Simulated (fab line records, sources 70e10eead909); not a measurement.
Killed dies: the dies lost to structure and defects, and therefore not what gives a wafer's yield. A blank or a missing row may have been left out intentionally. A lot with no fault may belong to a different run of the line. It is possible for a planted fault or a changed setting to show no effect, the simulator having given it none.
fab line records -- flow nandHarc
record lots=12, wafers=36, lastDay=24
route steps=1159 shown A_CONTACT@901
lots that met no fault: taken from a fault-free run of the same line
startH: hours from the record's first day to the start of the lot's first wafer shown -- waitH: hours from the lot's prior step to this one -- " identical to the entry in the row above -- L1.1+2: a row that stands for several wafers -- - value missing, or start not given -- * or withheld: withheld -- < > ~ a bound
route shown NAME@n: names a module that has steps shown in the file, with the first one's number in the route -- usual: average and standard deviation across the fault-free wafers -- same: alike in all rows -- chamber/n: place in a boat -- sites: the reading at each site -- _std_site: how widely they spread, as a standard deviation -- _edge_site: inner sites' mean taken away from outer sites' mean -- radiusMm: for every site, how far away it sits from the centre of the wafer -- mask NAME#n: copy n -- behind: the most recent tool/chamber to have shaped the wafer -- hold: why the lot was held/for how many hours/how that ended -- device: whichever transistor did not switch (one of n, p or np) -- end of line: tests run on the same wafers once the route is complete -- for a step that has no rows: nothing shown but its recipe -- killed: count of dies lost to structure and defects at first sort (not the wafer's yield) -- map: per-die view of a wafer (x killed, . not killed, _ where there is no die)
set.NAME: setting as actually run; set.NAME@STEP: the setting as run at that earlier step -- model.NAME: the simulator's own value behind a step, which no gauge read
one table for each step of the route and one row for each wafer, over a sample of lots
services: the hour from which a tool's chamber was out of use, counted from the record's first day as startH (under 0 if before that day), plus the number of hours and why
## steps
# step NHARC_A_CONTACT_ETCH_76
# recipe targetDepthA=2600, overEtchFrac=0.3, timeS=475.3, ionEnergyEv=200, n2FlowSccm=150, h2FlowSccm=150, arFlowSccm=0, rfW=400, biasW=150, chemistry=N2/H2
# usual drypumpMotorCurrentA=5.99/0.2, oesProductAu=0.999/0.0079, rfVppV=429.8/2.7, runLengthS=496.5/0.44, showerheadPlenumPTorr=2.02/0.092, throttleValvePct=14.170/0.0092
lot.wafer,tool,chamber,startH,waitH,drypumpMotorCurrentA,oesProductAu,rfHoursCounterH,rfVppV,runLengthS,showerheadPlenumPTorr,throttleValvePct
L421.3,rieDiel-02,2,-,-,6.11,1.020,8,428.2,496.1,1.97,14.178
L421.4,rieDiel-02,3,-,-,6.03,0.993,8,428.3,496.5,1.96,14.164
L421.2,rieDiel-02,0,-,-,6.03,0.999,5,428.6,496.4,2.01,14.182
L422.2,rieDiel-01,0,-,-,5.73,1.010,26,425.3,497.0,1.89,14.156
L422.5,rieDiel-01,3,-,-,5.60,0.995,-,436.0,495.5,2.18,14.178
L422.6,rieDiel-01,0,-,-,5.71,1.010,-,426.5,497.0,1.89,14.181
L425.2,rieDiel-01,2,-,-,5.70,0.992,32,426.5,496.6,1.90,14.174
L425.4,rieDiel-01,3,-,-,5.61,1.004,33,433.6,496.1,2.18,14.163
L425.3,rieDiel-01,0,-,-,5.70,1.006,29,426.3,497.2,1.89,14.184
L432.1,rieDiel-01,3,-,-,5.62,0.998,53,433.8,495.4,2.17,14.164
L432.3,rieDiel-01,2,-,-,5.72,0.998,52,426.4,496.4,1.89,14.172
L432.6,rieDiel-01,0,-,-,5.69,0.999,-,425.5,497.3,1.88,14.175
L435.2,rieDiel-02,1,-,-,6.23,1.002,23,433.4,497.1,2.15,14.167
L435.1,rieDiel-02,2,-,-,6.04,1.006,20,428.3,496.0,1.96,14.173
L435.3,rieDiel-02,0,-,-,6.03,1.002,18,428.4,496.5,2.00,14.179
L436.3,rieDiel-02,0,-,-,6.03,1.007,21,429.6,497.0,2.00,14.166
L436.1,rieDiel-02,1,-,-,6.24,0.997,26,433.9,496.9,2.15,14.166
L436.6,rieDiel-02,0,-,-,6.02,1.002,-,429.7,496.3,2.00,14.155
L441.1,rieDiel-02,0,-,-,6.02,0.999,24,430.7,496.6,2.00,14.182
L441.3,rieDiel-02,1,-,-,6.24,1.000,28,432.8,496.7,2.15,14.169
L441.2,rieDiel-02,2,-,-,6.08,1.001,25,428.6,496.4,1.96,14.163
L437.3,rieDiel-02,3,-,-,6.05,0.988,23,428.8,496.3,1.96,14.174
L437.4,rieDiel-02,0,-,-,6.02,1.003,25,430.1,496.5,2.00,14.150
L437.6,rieDiel-02,3,-,-,6.01,0.991,-,428.0,496.8,1.96,14.153
L442.2,rieDiel-02,2,-,-,6.08,1.008,28,427.6,496.2,1.96,14.165
L442.3,rieDiel-02,3,-,-,5.97,0.989,24,429.6,496.6,1.96,14.157
L442.6,rieDiel-02,2,-,-,6.09,1.005,-,427.8,496.1,1.96,14.174
L438.3,rieDiel-12,3,-,-,6.20,0.996,34,431.6,497.1,2.11,14.175
L438.6,rieDiel-12,1,-,-,5.79,0.987,-,426.7,496.4,1.89,14.153
L438.5,rieDiel-12,2,-,-,5.60,0.997,-,428.6,496.2,2.00,14.163
L440.3,rieDiel-02,2,-,-,6.10,1.006,30,427.6,496.4,1.96,14.189
L440.2,rieDiel-02,0,-,-,6.02,1.003,28,429.9,496.4,2.00,14.180
L440.6,rieDiel-02,2,-,-,6.09,1.012,-,429.9,496.0,1.96,14.180
L443.2,rieDiel-02,2,-,-,6.09,1.004,31,427.5,496.0,1.96,14.169
L443.1,rieDiel-02,3,-,-,6.01,0.994,28,429.2,496.3,1.95,14.180
L443.3,rieDiel-02,1,-,-,6.23,1.011,34,433.7,497.0,2.15,14.158
# step NHARC_A_CONTACT_ETCH_77
# recipe targetDepthA=726, timeS=36.3, cf4FlowSccm=100, chf3FlowSccm=30, arFlowSccm=0, rfW=500, biasW=200, chemistry=CF4/CHF3
# usual drypumpMotorCurrentA=5.99/0.19, oesProductAu=0.935/0.018, rfVppV=370.0/2.3, runLengthS=57.4/0.43, showerheadPlenumPTorr=1.56/0.064, throttleValvePct=16.802/0.0091
lot.wafer,tool,chamber,startH,waitH,drypumpMotorCurrentA,oesProductAu,rfHoursCounterH,rfVppV,runLengthS,showerheadPlenumPTorr,throttleValvePct
L421.3,rieDiel-02,3,386.83,-,6.01,0.923,8,368.3,57.3,1.52,16.796
L421.2,rieDiel-02,0,386.83,-,6.04,0.931,6,368.9,57.7,1.55,16.813
L421.4,rieDiel-02,1,386.83,-,6.24,0.933,8,373.8,57.8,1.66,16.799
L422.2,rieDiel-01,2,391.53,-,5.70,0.917,29,367.7,57.3,1.48,16.813
L422.6,rieDiel-01,2,391.53,-,5.70,0.915,-,367.4,57.4,1.48,16.804
L422.5,rieDiel-01,3,391.53,-,5.59,0.926,-,374.9,57.4,1.68,16.813
L425.2,rieDiel-01,3,401.17,-,5.57,0.961,33,374.7,56.9,1.67,16.803
L425.4,rieDiel-01,0,401.17,-,5.71,0.966,29,366.8,58.1,1.47,16.800
L425.3,rieDiel-01,2,401.17,-,5.73,0.972,33,368.0,57.7,1.47,16.807
L432.1,rieDiel-01,1,448.16,-,6.12,0.925,49,372.8,56.8,1.62,16.802
L432.3,rieDiel-01,2,448.16,-,5.69,0.930,53,367.5,58.0,1.47,16.814
L432.6,rieDiel-01,0,448.16,-,5.67,0.931,-,367.8,52.1,1.46,16.815
L435.2,rieDiel-02,1,451.72,-,6.22,0.939,23,373.7,58.3,1.65,16.804
L435.3,rieDiel-02,2,451.72,-,6.12,0.942,20,367.3,57.1,1.52,16.803
L435.1,rieDiel-02,0,451.72,-,6.00,0.929,19,370.9,57.3,1.55,16.807
L436.3,rieDiel-02,2,463.45,-,6.06,0.932,23,368.4,57.0,1.52,16.807
L436.1,rieDiel-02,1,463.45,-,6.22,0.925,26,372.6,57.9,1.65,16.799
L436.6,rieDiel-02,2,463.45,-,6.06,0.936,-,367.9,57.2,1.52,16.801
L441.3,rieDiel-02,3,478.56,-,5.98,0.921,23,368.9,57.2,1.51,16.810
L441.2,rieDiel-02,0,478.56,-,6.01,0.930,24,369.6,57.4,1.54,16.798
L441.1,rieDiel-02,1,478.56,-,6.21,0.931,29,373.8,57.8,1.65,16.801
L437.3,rieDiel-02,2,481.40,-,6.03,0.932,26,368.6,57.4,1.52,16.782
L437.4,rieDiel-02,0,481.40,-,6.01,0.928,25,369.2,57.3,1.55,16.794
L437.6,rieDiel-02,3,481.40,-,5.99,0.914,-,368.5,57.1,1.51,16.802
L442.3,rieDiel-02,2,485.24,-,6.06,0.926,28,368.2,57.4,1.52,16.794
L442.2,rieDiel-02,3,485.24,-,6.01,0.909,25,368.4,57.9,1.51,16.802
L442.6,rieDiel-02,1,485.24,-,6.24,0.917,-,372.6,58.1,1.65,16.794
L438.3,rieDiel-12,3,493.07,-,6.20,0.930,34,370.8,57.7,1.62,16.792
L438.6,rieDiel-12,3,493.07,-,6.18,0.932,-,372.9,57.7,1.62,16.810
L438.5,rieDiel-12,0,493.07,-,6.11,0.924,-,370.4,57.3,1.56,16.802
L440.2,rieDiel-02,0,493.40,-,6.02,0.933,28,370.0,57.5,1.54,16.800
L440.3,rieDiel-02,1,493.40,-,6.22,0.928,33,373.4,58.0,1.65,16.802
L440.6,rieDiel-02,2,493.40,-,6.08,0.934,-,367.4,57.2,1.52,16.813
L443.1,rieDiel-02,1,498.57,-,6.22,0.949,34,372.6,57.7,1.65,16.787
L443.3,rieDiel-02,3,498.57,-,5.98,0.929,28,367.0,57.2,1.51,16.798
L443.2,rieDiel-02,0,498.57,-,6.03,0.953,29,367.8,57.3,1.54,16.794
# step NHARC_A_CONTACT_ETCH_128
# recipe sourceW=withheld, pressureMtorr=20, biasV=1200, timeS=155, targetDepthA=9560, arFlowSccm=withheld, c4f8FlowSccm=withheld, o2FlowSccm=withheld, chemistry=C4F8/O2/Ar
# usual runLengthS=155/0
lot.wafer,tool,chamber,startH,waitH,rfHoursCounterH,runLengthS
L421.2,harCapEtch-02,0,388.27,0.2,11,155
L421.3,harCapEtch-02,0,388.27,0.2,-,155
L421.4,harCapEtch-02,1,388.27,0.2,-,155
L422.2,harCapEtch-02,0,393.07,0.2,12,155
L422.6,harCapEtch-02,0,393.07,0.2,-,155
L422.5,harCapEtch-02,1,393.07,0.2,-,155
L425.2,harCapEtch-02,0,402.41,0.1,14,155
L425.4,harCapEtch-02,0,402.41,0.1,-,155
L425.3,harCapEtch-02,1,402.41,0.1,-,155
L432.1,harCapEtch-03,0,449.37,0.1,100,155
L432.3,harCapEtch-03,0,449.37,0.1,-,155
L432.6,harCapEtch-03,0,449.37,0.1,-,155
L435.2,harCapEtch-01,1,453.23,0.1,71,155
L435.1,harCapEtch-01,0,453.23,0.1,71,155
L435.3,harCapEtch-01,1,453.23,0.1,-,155
L436.1,harCapEtch-01,0,464.71,0.1,73,155
L436.3,harCapEtch-01,1,464.71,0.1,-,155
L436.6,harCapEtch-01,0,464.71,0.1,-,155
L441.1,harCapEtch-01,0,480.00,0.2,75,155
L441.2,harCapEtch-01,1,480.00,0.2,75,155
L441.3,harCapEtch-01,1,480.00,0.2,-,155
L437.3,harCapEtch-02,1,482.68,0.1,-,155
L437.4,harCapEtch-02,0,482.68,0.1,-,155
L437.6,harCapEtch-02,1,482.68,0.1,-,155
L442.2,harCapEtch-02,1,486.47,0.1,30,155
L442.3,harCapEtch-02,1,486.47,0.1,-,155
L442.6,harCapEtch-02,0,486.47,0.1,-,155
L438.3,harCapEtch-02,1,494.36,0.1,-,155
L438.6,harCapEtch-02,0,494.36,0.1,-,155
L438.5,harCapEtch-02,1,494.36,0.1,-,155
L440.2,harCapEtch-03,1,494.92,0.2,109,155
L440.3,harCapEtch-03,0,494.92,0.2,-,155
L440.6,harCapEtch-03,0,494.92,0.2,-,155
L443.1,harCapEtch-02,1,499.81,0.1,34,155
L443.2,harCapEtch-02,0,499.81,0.1,34,155
L443.3,harCapEtch-02,0,499.81,0.1,-,155
# step NHARC_A_CONTACT_ETCH_131
# recipe sourceW=withheld, pressureMtorr=20, biasV=1200, timeS=155, targetDepthA=9560, arFlowSccm=withheld, c4f8FlowSccm=withheld, o2FlowSccm=withheld, chemistry=C4F8/O2/Ar
# usual runLengthS=155/0
lot.wafer,tool,chamber,startH,waitH,rfHoursCounterH,runLengthS
L421.2,harCapEtch-02,0,388.83,0.2,11,155
L421.3,harCapEtch-02,0,388.83,0.2,-,155
L421.4,harCapEtch-02,1,388.83,0.2,-,155
L422.2,harCapEtch-02,0,393.64,0.2,13,155
L422.6,harCapEtch-02,0,393.64,0.2,-,155
L422.5,harCapEtch-02,1,393.64,0.2,-,155
L425.2,harCapEtch-02,0,402.83,0.1,15,155
L425.4,harCapEtch-02,0,402.83,0.1,-,155
L425.3,harCapEtch-02,1,402.83,0.1,-,155
L432.1,harCapEtch-03,0,449.80,0.1,100,155
L432.3,harCapEtch-03,0,449.80,0.1,-,155
L432.6,harCapEtch-03,0,449.80,0.1,-,155
L435.2,harCapEtch-01,1,453.66,0.1,71,155
L435.1,harCapEtch-01,0,453.66,0.1,71,155
L435.3,harCapEtch-01,1,453.66,0.1,-,155
L436.1,harCapEtch-01,0,465.14,0.1,74,155
L436.3,harCapEtch-01,1,465.14,0.1,-,155
L436.6,harCapEtch-01,0,465.14,0.1,-,155
L441.1,harCapEtch-01,0,480.57,0.2,76,155
L441.2,harCapEtch-01,1,480.57,0.2,76,155
L441.3,harCapEtch-01,1,480.57,0.2,-,155
L437.3,harCapEtch-02,1,483.10,0.1,-,155
L437.4,harCapEtch-02,0,483.10,0.1,-,155
L437.6,harCapEtch-02,1,483.10,0.1,-,155
L442.2,harCapEtch-02,1,486.90,0.1,30,155
L442.3,harCapEtch-02,1,486.90,0.1,-,155
L442.6,harCapEtch-02,0,486.90,0.1,-,155
L438.3,harCapEtch-02,1,494.79,0.1,-,155
L438.6,harCapEtch-02,0,494.79,0.1,-,155
L438.5,harCapEtch-02,1,494.79,0.1,-,155
L440.2,harCapEtch-03,1,495.49,0.2,109,155
L440.3,harCapEtch-03,0,495.49,0.2,-,155
L440.6,harCapEtch-03,0,495.49,0.2,-,155
L443.1,harCapEtch-02,1,500.23,0.1,34,155
L443.2,harCapEtch-02,0,500.23,0.1,34,155
L443.3,harCapEtch-02,0,500.23,0.1,-,155
## services
tool,chamber,startH,hours,kind
rieDiel-12,-,380.36,9.0,pm
rieDiel-02,0,385.83,-,clean
rieDiel-02,1,385.83,-,clean
rieDiel-02,2,385.83,-,clean
rieDiel-02,3,385.83,-,clean
rieDiel-12,1,404.57,12.5,repair
rieDiel-02,0,410.33,-,clean
rieDiel-02,1,410.33,-,clean
rieDiel-02,2,410.33,-,clean
rieDiel-02,3,410.33,-,clean
rieDiel-02,2,421.46,9.2,repair
rieDiel-02,3,431.41,25.1,repair
rieDiel-02,0,434.87,-,clean
rieDiel-02,1,434.87,-,clean
rieDiel-02,2,434.87,-,clean
rieDiel-02,0,459.37,-,clean
rieDiel-02,1,459.37,-,clean
rieDiel-02,2,459.37,-,clean
rieDiel-02,3,459.37,-,clean
rieDiel-01,-,465.37,0.4,repair
rieDiel-12,-,477.69,0.4,repair
rieDiel-01,1,482.87,4.4,repair
rieDiel-02,0,483.98,-,clean
rieDiel-01,-,491.82,9.0,pm
## key
firstSign step=NHARC_A_CONTACT_ETCH_77, reading=runLengthS, direction=down, sigmas=12, usual=*, struck=*
effect none on later readings
metAt NHARC_A_CONTACT_ETCH_77
struckLots L432
struckWafers L432.6
testerLeftOut L432
notActingAt NHARC_A_CONTACT_ETCH_76,NHARC_A_CONTACT_ETCH_128,NHARC_A_CONTACT_ETCH_131
onsetBetween 401.17 448.16
fault kind=processParameterDrift, tool=rieDiel-01, chamber=-, onsetH=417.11, steps=NHARC_A_CONTACT_ETCH_77, channel=timeS, offset=*, shape=step, endH=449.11, scope=struckWafersOnly, actsIn=*, stated=*
# testerLeftOut: of these lots the tester's yield and bins aren't shown, on N5 and GAA mostly nor the transistor test; their killed dies are dies lost to structure and defects alone, not to doping, threshold or leakage, so they don't give the yield
